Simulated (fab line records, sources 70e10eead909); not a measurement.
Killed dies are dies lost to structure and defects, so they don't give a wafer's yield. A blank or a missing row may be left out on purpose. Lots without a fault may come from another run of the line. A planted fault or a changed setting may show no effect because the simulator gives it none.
fab line records | flow nand_harc
record lots=5 wafers=15 last_day=34
route steps=1302 shown P_BONDPAD@360
lots that met no fault: from a run of the same line without faults
start_h: hours from the record's first day to the start of the lot's first wafer shown | wait_h: hours since the lot's step before | " the same as in the row above | L1.1+2: a row that stands for several wafers | - no value, or no start given | * or withheld: withheld | < > ~ a bound
route shown NAME@n: a module of which the file shows steps, and the number in the route of the first | usual: mean/standard deviation of fault-free wafers | same: alike in all rows | chamber/n: place in a boat | sites: the reading at each site | _std_site: their standard deviation | _edge_site: outer sites' mean less inner sites' | radius_mm: how far each site lies from the wafer's centre | mask NAME#n: copy n | behind: the tool/chamber that last shaped the wafer | hold: why the lot was held/for how many hours/how that ended | device: the transistor (n, p or np) that didn't switch | end of line: the same wafers' tests at the end of the route | a step without rows: its recipe alone | killed: dies lost to structure and defects at the first sort, not the wafer's yield | map: a wafer's dies, x killed, . not, _ none there
set.NAME: the setting as run; set.NAME@STEP: as run at that earlier step | model.NAME: the simulator's own value behind a step, which no gauge read
lots at some steps of the route; a table a step, a row a wafer
services: from which hour (start_h, from the record's first day; less than 0 if before it) a tool's chamber was out of use, for how many hours, and why
## steps
# step NHARC_P_BONDPAD_EBR_05
# step NHARC_P_BONDPAD_EXPOSE_06
# recipe na=0.55 dose_mj=37.06 mask_id=P_BPAD
# step NHARC_P_BONDPAD_PEB_07
# recipe peb_temp_c=128 peb_time_s=80
# step NHARC_P_BONDPAD_DEVELOP_08
# recipe time_s=50 dev_temp_c=22
# step NHARC_P_BONDPAD_CD_MEAS_09
# recipe target_cd_nm=500 landing_energy_ev=500
# usual cd_nm=499.9/1.5
# columns lot.wafer tool chamber start_h wait_h cd_nm
L204.1 cd_sem-02 0 192.66 - 500.2
L204.2 " 0 " " 503.7
L204.6 " 0 " " 501.4
L210.1 cd_sem-02 0 253.57 - 497.3
L210.3 " 0 " " 496.9
L210.5 " 0 " " 496.9
L212.1 cd_sem-02 0 278.64 - 499.7
L212.4 " 0 " " 498.5
L212.6 " 0 " " 499.4
L216.1 cd_sem-02 0 313.41 - 501.7
L216.3 " 0 " " 503.8
L216.6 " 0 " " 502.1
L221.1 cd_sem-02 0 362.74 - 499.1
L221.3 " 0 " " 497.5
L221.5 " 0 " " 499.4
# step NHARC_P_BONDPAD_OVL_MEAS_38
# usual overlay_x_nm=0/6.5 overlay_y_nm=0/6.3
# columns lot.wafer tool chamber start_h wait_h overlay_x_nm overlay_y_nm
L204.1 overlay-01 - 192.75 - 8 1
L204.2 " - " " 7 2
L204.6 " - " " 7 1
L210.1 overlay-01 - 253.65 - -4 -4
L210.3 " - " " -4 -4
L210.5 " - " " -4 -3
L212.1 overlay-01 - 278.73 - 0 -11
L212.4 " - " " 1 -10
L212.6 " - " " 0 -9
L216.1 overlay-01 - 313.50 - 8 -5
L216.3 " - " " 8 -5
L216.6 " - " " 9 -5
L221.1 overlay-02 - 362.83 - -13 3
L221.3 " - " " -12 4
L221.5 " - " " -12 3
# step NHARC_P_BONDPAD_HARDBAKE_10
# recipe temp_c=118 time_s=65
# step NHARC_P_BONDPAD_DESCUM_11
# recipe time_s=3 o2_flow_sccm=200 ar_flow_sccm=0 bias_power_w=0 chemistry=O2
# usual chamber_pressure_mTorr=60.00/0.055 drypump_motor_current_A=5.8/0.6 oes_product_au=1.001/0.0072 rf_vpp_V=57.7/0.93 showerhead_plenum_p_Torr=1.92/0.087 throttle_valve_pct=11.312/0.0086
# columns lot.wafer tool chamber start_h wait_h chamber_pressure_mTorr drypump_motor_current_A oes_product_au rf_hours_counter_h rf_vpp_V showerhead_plenum_p_Torr throttle_valve_pct
L204.2 rie_diel-06 0 192.87 - 60.03 4.7 0.991 2.5 56.4 1.87 11.324
L204.1 " 2 " " 59.98 5.8 1.001 1.5 57.1 1.96 11.317
L204.6 " 2 " " 60.00 5.8 1.000 - 57.3 1.96 11.313
L210.3 rie_diel-10 0 253.79 - 60.01 6.2 1.001 0.1 58.9 2.01 11.320
L210.1 " 1 " " 59.90 5.9 1.006 0.1 58.2 1.89 11.317
L210.5 " 0 " " 60.00 6.2 0.992 - 57.4 2.01 11.303
L212.4 rie_diel-10 0 278.86 - 59.94 6.2 0.998 1.4 57.6 2.01 11.307
L212.1 " 1 " " 60.13 5.9 1.003 1.6 58.5 1.89 11.304
L212.6 " 1 " " 59.96 5.9 1.008 - 57.3 1.89 11.319
L216.1 rie_diel-09 3 313.64 - 59.95 6.1 1.009 6.2 56.4 1.90 11.314
L216.3 " 1 " " 60.03 6.4 0.997 6.1 58.1 2.03 11.324
L216.6 " 3 " " 60.01 6.1 1.007 - 58.0 1.90 11.313
L221.1 rie_diel-09 1 362.97 - 59.96 6.4 1.023 1.3 59.4 2.03 11.312
L221.3 " 1 " " 60.00 6.4 1.004 - 58.3 2.03 11.303
L221.5 " 1 " " 59.88 6.4 1.020 - 59.3 2.03 11.298
# step NHARC_P_BONDPAD_ETCH_37
# recipe target_depth_a=600 overetch_a=180 time_s=65.91 ion_energy_ev=200 n2_flow_sccm=150 h2_flow_sccm=150 ar_flow_sccm=0 rf_w=400 bias_w=150 chemistry=N2/H2
# usual chamber_pressure_mTorr=29.999/0.026 drypump_motor_current_A=5.8/0.6 oes_product_au=1.002/0.0069 rf_vpp_V=430.9/2.7 run_length_s=87.3/0.44 showerhead_plenum_p_Torr=2.05/0.096 throttle_valve_pct=14.172/0.0093
# columns lot.wafer tool chamber start_h wait_h chamber_pressure_mTorr drypump_motor_current_A oes_product_au rf_hours_counter_h rf_vpp_V run_length_s showerhead_plenum_p_Torr throttle_valve_pct
L204.1 rie_diel-06 2 192.97 0.1 29.999 5.8 1.001 1.5 431.2 87.7 2.09 14.195
L204.2 " 3 " " 29.996 6.0 1.011 2.9 432.5 86.8 2.12 14.175
L204.6 " 2 " " 29.960 5.8 1.001 - 431.5 87.3 2.09 14.172
L210.1 rie_diel-10 2 253.88 0.1 30.008 5.3 1.003 0.0 429.3 88.0 1.93 14.161
L210.3 " 3 " " 29.993 4.7 1.001 0.1 426.7 86.9 1.93 14.176
L210.5 " 0 " " 29.972 6.2 0.995 - 433.4 87.1 2.15 14.189
L212.1 rie_diel-10 2 278.94 0.1 29.972 5.3 1.003 1.2 428.1 87.9 1.93 14.153
L212.4 " 1 " " 30.037 5.9 1.003 1.6 428.9 87.4 2.01 14.171
L212.6 " 3 " " 30.012 4.7 1.002 - 428.6 87.0 1.93 14.171
L216.1 rie_diel-09 1 313.73 0.1 30.017 6.4 1.007 6.1 434.6 87.6 2.17 14.157
L216.3 " 2 " " 30.011 6.3 1.003 6.1 435.5 87.5 2.21 14.171
L216.6 " 0 " " 29.967 6.5 1.006 - 430.8 87.6 2.05 14.174
L221.3 rie_diel-09 0 363.09 0.1 29.956 6.5 1.011 1.4 429.7 87.4 2.05 14.172
L221.1 " 1 " " 29.964 6.4 1.009 1.3 434.1 86.7 2.17 14.167
L221.5 " 0 " " 29.955 6.5 1.003 - 431.0 88.2 2.05 14.184
# step NHARC_P_BONDPAD_ETCH_12
# recipe target_depth_a=2000 time_s=100 chf3_flow_sccm=50 o2_flow_sccm=10 ar_flow_sccm=200 rf_w=500 bias_w=200 chemistry=CHF3/O2
# usual chamber_pressure_mTorr=25.002/0.021 drypump_motor_current_A=5.8/0.6 oes_product_au=0.937/0.02 rf_vpp_V=370.8/2.4 run_length_s=121.4/0.43 showerhead_plenum_p_Torr=2.41/0.11 throttle_valve_pct=20.573/0.0089
# columns lot.wafer tool chamber start_h wait_h chamber_pressure_mTorr drypump_motor_current_A oes_product_au rf_hours_counter_h rf_vpp_V run_length_s showerhead_plenum_p_Torr throttle_valve_pct
L204.2 rie_diel-06 3 - - 24.994 6.1 0.927 2.9 372.4 121.1 2.49 20.576
L204.1 " 0 " " 24.974 4.7 0.909 2.5 370.9 121.5 2.35 20.567
L204.6 " 2 " " 25.005 5.8 0.920 - 373.6 121.5 2.46 20.586
L210.1 rie_diel-10 0 - - 25.003 6.2 0.964 0.1 373.0 120.7 2.52 20.585
L210.3 " 2 " " 24.962 5.3 0.982 0.1 368.5 121.9 2.29 20.559
L210.5 " 1 " " 25.002 5.9 0.979 - 371.3 121.3 2.37 20.564
L212.4 rie_diel-10 1 - - 24.960 6.0 0.926 1.6 370.5 121.2 2.37 20.563
L212.1 " 3 " " 24.984 4.7 0.930 1.1 368.3 120.9 2.28 20.567
L212.6 " 2 " " 25.006 5.3 0.932 - 367.8 122.5 2.28 20.580
L216.1 rie_diel-09 2 - - 24.984 6.3 0.924 6.2 375.4 121.5 2.59 20.570
L216.3 " 1 " " 24.993 6.5 0.936 6.2 372.1 121.1 2.55 20.569
L216.6 " 3 " " 24.991 6.0 0.938 - 370.5 120.9 2.39 20.582
L221.1 rie_diel-09 0 - - 25.025 6.5 0.933 1.4 371.7 121.4 2.41 20.580
L221.3 " 2 " " 24.998 6.3 0.938 1.2 375.0 121.6 2.59 20.559
L221.5 " 0 " " 25.007 6.5 0.930 - 369.2 122.0 2.41 20.571
# step NHARC_P_BONDPAD_CD_MEAS_13
# usual cd_nm=499.4/1.7
# columns lot.wafer tool chamber start_h wait_h cd_nm
L204.1 cd_sem-02 - 193.23 - 499.7
L204.2 " - " " 504.1
L204.6 " - " " 501.7
L210.1 cd_sem-03 - 254.09 - 495.7
L210.3 " - " " 496.2
L210.5 " - " " 496.2
L212.1 cd_sem-02 - 279.17 - 498.9
L212.4 " - " " 496.8
L212.6 " - " " 497.6
L216.1 cd_sem-03 - 313.95 - 501.3
L216.3 " - " " 503.1
L216.6 " - " " 501.6
L221.1 cd_sem-01 - 363.35 - 498.4
L221.3 " - " " 497.3
L221.5 " - " " 499.2
# step NHARC_P_BONDPAD_STRIP_15
# recipe o2_flow_sccm=500 ar_flow_sccm=0 bias_w=0 chemistry=O2
# usual chamber_pressure_mTorr=59.99/0.048 drypump_motor_current_A=5.9/0.55 oes_product_au=1.002/0.0059 rf_vpp_V=57.8/0.99 showerhead_plenum_p_Torr=3.58/0.15 throttle_valve_pct=17.037/0.0093
# columns lot.wafer tool chamber start_h wait_h chamber_pressure_mTorr drypump_motor_current_A oes_product_au rf_hours_counter_h rf_vpp_V showerhead_plenum_p_Torr throttle_valve_pct
L204.2 rie_diel-10 1 193.32 0.1 60.02 5.9 0.994 7.0 57.2 3.49 17.050
L204.1 " 3 " " 60.02 4.7 1.011 7.2 58.2 3.35 17.046
L204.6 " 0 " " 60.03 6.2 0.999 - 57.2 3.70 17.033
L210.1 rie_diel-09 2 254.17 0.1 59.93 6.3 1.007 3.6 58.6 3.79 17.031
L210.3 " 3 " " 59.98 6.0 0.990 3.9 57.7 3.51 17.012
L210.5 " 2 " " 59.99 6.2 0.991 - 59.7 3.79 17.041
L212.1 rie_diel-09 1 279.25 0.1 59.95 6.4 0.990 4.7 56.6 3.73 17.037
L212.4 " 0 " " 59.96 6.5 0.997 2.4 56.6 3.54 17.051
L212.6 " 2 " " 60.00 6.2 0.999 - 58.3 3.79 17.037
L216.3 rie_diel-10 3 314.04 0.1 59.96 4.7 0.994 2.2 56.9 3.35 17.047
L216.1 " 0 " " 60.01 6.3 1.001 2.5 58.7 3.69 17.048
L216.6 " 3 " " 59.95 4.8 0.996 - 57.4 3.35 17.035
L221.1 rie_diel-09 1 363.43 0.1 60.03 6.4 1.006 1.4 58.4 3.73 17.044
L221.3 " 2 " " 60.03 6.2 1.010 1.3 56.5 3.79 17.034
L221.5 " 1 " " 59.96 6.4 1.008 - 57.0 3.73 17.033
# step NHARC_P_BONDPAD_ETCH_24
# recipe target_depth_a=300 over_etch_frac=0.3 time_s=72.99 ion_energy_ev=150 cf4_flow_sccm=50 n2_flow_sccm=100 ar_flow_sccm=150 rf_w=300 bias_w=100 chemistry=CF4/N2
# usual chamber_pressure_mTorr=29.999/0.027 drypump_motor_current_A=5.9/0.57 oes_product_au=1.000/0.0077 rf_vpp_V=314.9/2.1 run_length_s=94.4/0.39 showerhead_plenum_p_Torr=2.66/0.11 throttle_valve_pct=19.794/0.0093
# columns lot.wafer tool chamber start_h wait_h chamber_pressure_mTorr drypump_motor_current_A oes_product_au rf_hours_counter_h rf_vpp_V run_length_s showerhead_plenum_p_Torr throttle_valve_pct
L204.2 rie_diel-10 3 193.47 - 29.988 4.7 0.997 7.3 311.6 94.6 2.49 19.795
L204.1 " 0 " " 29.966 6.2 0.988 7.7 317.8 93.9 2.75 19.799
L204.6 " 2 " " 29.967 5.3 0.994 - 312.0 95.2 2.50 19.800
L210.3 rie_diel-09 1 254.35 0.1 29.963 6.4 0.986 3.9 318.1 94.6 2.78 19.800
L210.1 " 3 " " 29.996 6.1 0.999 3.9 316.5 94.2 2.61 19.777
L210.5 " 3 " " 30.014 6.0 0.984 - 314.2 93.8 2.61 19.791
L212.1 rie_diel-09 2 279.40 - 30.056 6.3 0.993 4.5 317.2 76.4 2.83 19.804
L212.4 " 3 " " 29.975 6.0 1.007 4.7 314.4 75.8 2.61 19.772
L212.6 " 2 " " 30.002 6.3 1.002 - 316.9 76.4 2.83 19.787
L216.3 rie_diel-10 1 314.19 - 30.011 5.9 0.997 2.8 314.1 94.2 2.59 19.795
L216.1 " 2 " " 30.025 5.3 0.999 2.6 312.5 94.8 2.50 19.797
L216.6 " 3 " " 30.027 4.7 0.987 - 311.4 94.3 2.49 19.804
L221.1 rie_diel-09 2 363.61 0.2 29.987 6.3 0.999 1.3 317.7 94.9 2.83 19.788
L221.3 " 0 " " 29.985 6.5 0.996 1.5 315.3 94.4 2.63 19.788
L221.5 " 2 " " 29.981 6.3 1.003 - 316.5 94.6 2.83 19.803
# step NHARC_P_BONDPAD_STRIP_16
# recipe time_s=600 temp_c=30 chemistry=post_etch_residue_remover
## services
# columns tool chamber start_h hours kind
rie_diel-10 1 174.66 4.0 repair
rie_diel-09 0 176.64 - clean
rie_diel-09 1 176.64 - clean
rie_diel-09 2 176.64 - clean
rie_diel-09 3 176.64 - clean
rie_diel-06 1 185.32 13.0 repair
rie_diel-09 0 201.14 - clean
rie_diel-09 1 201.14 - clean
rie_diel-09 2 201.14 - clean
rie_diel-09 3 201.14 - clean
rie_diel-09 0 217.26 57.8 repair
rie_diel-09 1 225.64 - clean
rie_diel-09 2 225.64 - clean
rie_diel-09 3 225.64 - clean
rie_diel-10 - 242.50 9.0 pm
rie_diel-09 2 271.92 3.1 repair
rie_diel-09 3 285.98 3.9 repair
rie_diel-06 1 294.07 1.2 repair
rie_diel-06 - 307.20 9.0 pm
rie_diel-09 - 320.10 9.0 pm
rie_diel-06 1 346.24 2.7 repair
rie_diel-06 - 352.70 0.6 repair
rie_diel-09 2 358.30 4.7 repair
rie_diel-09 3 362.89 3.5 repair
## key
first_sign step=NHARC_P_BONDPAD_ETCH_24 reading=run_length_s direction=down sigmas=46 usual=* struck=*
effect none on later readings
met_at NHARC_P_BONDPAD_ETCH_24
struck_wafers L212.1,L212.4,L212.6
onset_between 254.35 279.40
fault kind=process_parameter_drift tool=rie_diel-09 chamber=- onset_h=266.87 steps=NHARC_P_BONDPAD_ETCH_24 channel=time_s offset=* shape=step end_h=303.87 acts_in=* stated=*
